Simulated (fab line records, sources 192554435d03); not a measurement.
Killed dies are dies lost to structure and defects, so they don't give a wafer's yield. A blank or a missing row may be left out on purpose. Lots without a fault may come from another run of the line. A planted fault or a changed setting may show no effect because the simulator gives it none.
Chamber matching | flow n5_finfet | N5_BEOL_M5_ETCH_61 on rie_diel-06: 3 sister chambers
The step etches SiARC in CF4, target depth 15.6 nm, time 26 s. 3 wafers are shown with their chamber, then 4 later ones without.

WAFERS WITH THEIR CHAMBER
wafer  | chamber | drypump_motor_current_A (A)
L080.1 | 3       | 5.2
L093.2 | 2       | 5.9
L093.3 | 0       | 5.7

WAFERS WITHOUT THEIR CHAMBER
wafer  | drypump_motor_current_A (A)
L096.1 | 5.7
L096.6 | 5.9
L097.1 | 5.7
L097.3 | 6.0

WHICH CHAMBER EACH WENT THROUGH
wafer  | from the rows above | in truth
L096.1 | 0                   | 0
L096.6 | 2                   | 2
L097.1 | 0                   | 0
L097.3 | 2                   | 2
Placed correctly: 4 of 4. Can't be placed from these rows: 0. Placed wrongly: 0.
How it was worked out, from the rows above alone: a wafer's distance from a chamber is the root of the sum, over the readings, of the square of ((its reading less the chamber's mean) divided by the reading's scatter). The wafer belongs to the nearest chamber; if the next one is less than 2 further off, it can't be placed. A chamber's mean is the mean of its shown wafers. The scatter: with one shown wafer a chamber, the root of the mean of the squares of how far each hidden wafer lies from its nearest shown one.
